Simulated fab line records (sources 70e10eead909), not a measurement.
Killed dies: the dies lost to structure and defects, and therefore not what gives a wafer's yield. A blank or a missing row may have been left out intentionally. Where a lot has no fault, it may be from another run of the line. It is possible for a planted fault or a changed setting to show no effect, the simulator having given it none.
One fault seen from 2 desks	flow nandHarc	only its own numbers are on each desk; what lay behind them is given at the end

THE METROLOGY DESK
What the gauges read for every lot (on any tool): the sampled wafers with a number, averaged. The brackets show how far a lot's mean lies from the usual mean; more than 4 standard deviations puts the lot out of limits, marked OUT.
Columns: A = cdNm at NHARC_THIN_TSV_CD_MEAS_12, usual 1000.5 nm; B = cdNm at NHARC_THIN_TSV_CD_MEAS_37, usual 5002 nm
lot	first seen here	A	B
L570	day 19 02:32	998.2	4999
L569	day 19 03:44	1004.3	5006
L571	day 19 05:04	998.3	4998
L574	day 19 06:03	1004.1	5005
L573	day 19 10:32	1000.7	5001
L576	day 20 11:03	998.0	4998
L579	day 20 18:11	999.2	5000
L578	day 20 19:25	997.5	4997
L582	day 21 11:59	999.0	5002
L583	day 21 13:11	1000.6	5003
L585	day 22 18:27	1000.4	5003
L586	day 23 04:48	1000.2	5002
L589	day 23 07:17	1000.4	5001
This desk found nothing out of limits on any of the 13 lots.

THE TOOL OWNER'S DESK: aldHk-04
The tool's own readings at NHARC_A_STAIRCASE_ALD_420 (deposits SiO2, target thk 20 nm, pulse time 6 s, ald cycles 200): means of the sampled wafers that have a number, for each lot that ran on this tool. The brackets show how far a lot's mean lies from the usual mean; more than 4 standard deviations puts the lot out of limits, marked OUT.
Columns: A = heaterPowerW at NHARC_A_STAIRCASE_ALD_420, usual 477 W; B = precursorPulseHeightRel at NHARC_A_STAIRCASE_ALD_420, usual 0.997; C = susceptorTempC at NHARC_A_STAIRCASE_ALD_420, usual 299.99 C
lot	first seen here	A	B	C
L571	day 12 10:13	478	1.010	299.91
L569	day 12 15:28	501	1.007	-
L579	day 14 11:33	515	1.025	299.86
L582	day 15 09:52	473	0.982	299.97
L585	day 16 03:26	490	1.005	299.99
This desk found nothing out of limits on any of the 5 lots.

ALL TOGETHER
Metrology desk: nothing out of limits seen.
The desk of the tool owner found nothing out of limits.

WHAT WAS PUT IN BY THE SIMULATOR
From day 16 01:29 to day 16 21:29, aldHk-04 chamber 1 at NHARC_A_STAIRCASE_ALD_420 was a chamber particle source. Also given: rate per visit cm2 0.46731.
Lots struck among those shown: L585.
